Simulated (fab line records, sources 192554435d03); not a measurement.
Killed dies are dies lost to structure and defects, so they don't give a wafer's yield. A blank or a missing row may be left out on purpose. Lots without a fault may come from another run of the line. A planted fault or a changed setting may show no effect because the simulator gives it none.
Chamber matching | flow n5_finfet | N5_BEOL_M5_DEP_56 on pecvd-02: 3 sister chambers
The step deposits SiCN from 3MS/NH3, target thk 8 nm, time 14 s. 3 wafers are shown with their chamber, then 9 later ones without.

WAFERS WITH THEIR CHAMBER
wafer  | chamber | throttle_valve_pct (%)
L090.3 | 0       | 9.0
L090.5 | 1       | 9.0
L090.6 | 2       | 8.1

WAFERS WITHOUT THEIR CHAMBER
wafer  | throttle_valve_pct (%)
L094.1 | 9.3
L094.2 | 8.1
L094.6 | 8.9
L095.3 | 9.1
L095.5 | 9.2
L095.6 | 7.6
L096.1 | 9.0
L096.4 | 8.9
L096.6 | 9.4

WHICH CHAMBER EACH WENT THROUGH
wafer  | from the rows above     | in truth
L094.1 | can't be placed: 0 or 1 | 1
L094.2 | 2                       | 2
L094.6 | can't be placed: 0 or 1 | 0
L095.3 | can't be placed: 0 or 1 | 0
L095.5 | can't be placed: 0 or 1 | 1
L095.6 | 2                       | 2
L096.1 | can't be placed: 0 or 1 | 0
L096.4 | can't be placed: 0 or 1 | 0
L096.6 | can't be placed: 0 or 1 | 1
Placed correctly: 2 of 9. Can't be placed from these rows: 7 (the true chamber is among the candidates in 7). Placed wrongly: 0.
How it was worked out, from the rows above alone: a wafer's distance from a chamber is the root of the sum, over the readings, of the square of ((its reading less the chamber's mean) divided by the reading's scatter). The wafer belongs to the nearest chamber; if the next one is less than 2 further off, it can't be placed. A chamber's mean is the mean of its shown wafers. The scatter: with one shown wafer a chamber, the root of the mean of the squares of how far each hidden wafer lies from its nearest shown one.
